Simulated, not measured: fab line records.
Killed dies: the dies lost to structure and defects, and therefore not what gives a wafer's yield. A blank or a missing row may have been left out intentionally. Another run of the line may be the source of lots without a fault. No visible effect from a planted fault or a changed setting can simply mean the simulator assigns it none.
Split-lot experiment + flow n5_finfet + 39 wafers read across 7 lots, on a route 1938 steps long

== ON THE SPLIT ==
At N5_SDB_CUT_ETCH_26 (etches Si in HBr/Cl2/O2, target depth 129.6 nm, bt time 20 s, time 51.8 s), the setting target_depth_a was moved away from the recipe's 1296 angstrom on 12 of the 39 wafers read, by -42.1% to +44.8%. All remaining wafers had this setting at the recipe value.

The reading comes from the split's own step.

== THE READING ==
SiNx_of_SDB_HM_DEP_00.thk_nm (the simulator's own value, which no gauge read), in nm, at N5_SDB_CUT_ETCH_26 (etches Si in HBr/Cl2/O2, target depth 129.6 nm, bt time 20 s, time 51.8 s). There is no usual value for it anywhere in the file. Average 22.2 nm, standard deviation 0.45 nm, over the 27 wafers here run with the recipe.

| wafer  | tool, chamber at the split | target_depth_a as run, angstrom | against the recipe | SiNx_of_SDB_HM_DEP_00.thk_nm, nm | against lot-mates on the recipe |
|--------|----------------------------|---------------------------------|--------------------|----------------------------------|---------------------------------|
| L077.1 | rie_si-03, 3               | 1296                            | recipe             | 22.2                             | -                               |
| L077.2 | rie_si-03, 1               | 1296                            | recipe             | 22.2                             | -                               |
| L077.3 | rie_si-03, 2               | 1296                            | recipe             | 21.4                             | -                               |
| L077.4 | rie_si-03, 0               | 1296                            | recipe             | 23                               | -                               |
| L077.5 | rie_si-03, 2               | 1296                            | recipe             | 21.8                             | -                               |
| L077.6 | rie_si-03, 1               | 1296                            | recipe             | 22.8                             | -                               |
| L081.1 | rie_si-03, 3               | 1296                            | recipe             | 21.8                             | -                               |
| L081.2 | rie_si-03, 2               | 750.1                           | -42.1%             | 28.8                             | +7.1                            |
| L081.3 | rie_si-03, 0               | 1296                            | recipe             | 21.4                             | -                               |
| L081.4 | rie_si-03, 1               | 750.1                           | -42.1%             | 29.4                             | +7.7                            |
| L081.5 | rie_si-03, 2               | 1296                            | recipe             | 22                               | -                               |
| L081.6 | rie_si-03, 1               | 750.1                           | -42.1%             | 29.2                             | +7.5                            |
| L083.1 | rie_si-02, 3               | 1819                            | +40.4%             | 15                               | -7.3                            |
| L083.2 | rie_si-02, 1               | 1819                            | +40.4%             | 15.2                             | -7.1                            |
| L083.3 | rie_si-02, 0               | 1296                            | recipe             | 22                               | -                               |
| L083.4 | rie_si-02, 1               | 1296                            | recipe             | 22.6                             | -                               |
| L083.5 | rie_si-02, 3               | 1819                            | +40.4%             | 16.2                             | -6.1                            |
| L083.6 | rie_si-02, 0               | 1296                            | recipe             | 22.2                             | -                               |
| L087.1 | rie_si-03, 0               | 1296                            | recipe             | 21.6                             | -                               |
| L087.2 | rie_si-03, 2               | 1296                            | recipe             | 22                               | -                               |
| L087.3 | rie_si-03, 3               | 1296                            | recipe             | 22                               | -                               |
| L087.4 | rie_si-03, 1               | 1296                            | recipe             | 22.4                             | -                               |
| L087.5 | rie_si-03, 1               | 1296                            | recipe             | 22.8                             | -                               |
| L087.6 | rie_si-03, 2               | 1296                            | recipe             | 22.4                             | -                               |
| L090.1 | rie_si-03, 2               | 1296                            | recipe             | 22.2                             | -                               |
| L090.2 | rie_si-03, 3               | 868.7                           | -33.0%             | 27.8                             | +5.1                            |
| L090.3 | rie_si-03, 0               | 868.7                           | -33.0%             | 27.2                             | +4.5                            |
| L090.4 | rie_si-03, 1               | 1296                            | recipe             | 23                               | -                               |
| L090.5 | rie_si-03, 0               | 868.7                           | -33.0%             | 28                               | +5.3                            |
| L090.6 | rie_si-03, 3               | 1296                            | recipe             | 22.8                             | -                               |
| L092.2 | rie_si-04, 1               | 1296                            | recipe             | 21.8                             | -                               |
| L092.3 | rie_si-04, 3               | 1296                            | recipe             | 22.6                             | -                               |
| L092.5 | rie_si-04, 0               | 1296                            | recipe             | 22.4                             | -                               |
| L093.1 | rie_si-04, 0               | 1876                            | +44.8%             | 14.6                             | -7.8                            |
| L093.2 | rie_si-04, 1               | 1296                            | recipe             | 22                               | -                               |
| L093.3 | rie_si-04, 3               | 1876                            | +44.8%             | 14.8                             | -7.6                            |
| L093.4 | rie_si-04, 2               | 1296                            | recipe             | 22.4                             | -                               |
| L093.5 | rie_si-04, 2               | 1876                            | +44.8%             | 15                               | -7.4                            |
| L093.6 | rie_si-04, 1               | 1296                            | recipe             | 22.8                             | -                               |

THE FIT
A straight line over all 39 wafers: SiNx_of_SDB_HM_DEP_00.thk_nm changes by -0.166 nm for each +1% of target_depth_a; r = -0.99; the points scatter about the line by 0.43 nm.
The same after taking each lot's own level away (the mean of its wafers on the recipe; 39 wafers): -0.168 nm for each +1%; r = -0.99; scatter 0.43 nm.
That fit puts the effect of the largest move of target_depth_a on the reading at 7.5 nm.
The lots' own levels span 21.73 to 22.67 nm, that is 2.1 times the standard deviation above.
The two slopes are in agreement: the lot-to-lot level therefore moves the slope only a little.
Check: with one of the wafers moved furthest among these (+44.8%) left out of the fit, the line predicts -7.51 nm for it against its lot-mates. Against them it came out at -7.8 nm.

== THE WHOLE CHAIN: every reading that the file lists as answering this split, in the file's order ==
| step               | what it does                                                              | reading                                                                       | change (the file's fit)               | r (the file's) |
|--------------------|---------------------------------------------------------------------------|-------------------------------------------------------------------------------|---------------------------------------|----------------|
| N5_SDB_CUT_ETCH_26 | etches Si in HBr/Cl2/O2, target depth 129.6 nm, bt time 20 s, time 51.8 s | SDB.feature_depth_nm (the simulator's own value, which no gauge read)         | +1.28 nm for each +1% of the setting  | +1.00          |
| N5_SDB_CUT_ETCH_26 | etches Si in HBr/Cl2/O2, target depth 129.6 nm, bt time 20 s, time 51.8 s | etch.depth_nm (the simulator's own value, which no gauge read)                | +1.28 nm for each +1% of the setting  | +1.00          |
| N5_SDB_CUT_ETCH_26 | etches Si in HBr/Cl2/O2, target depth 129.6 nm, bt time 20 s, time 51.8 s | SiNx_of_SDB_HM_DEP_00.thk_nm (the simulator's own value, which no gauge read) | -0.168 nm for each +1% of the setting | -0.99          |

== THE FILE'S OWN FIT ==
SiNx_of_SDB_HM_DEP_00.thk_nm changes by -0.168 nm for each +1% of target_depth_a, r = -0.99.
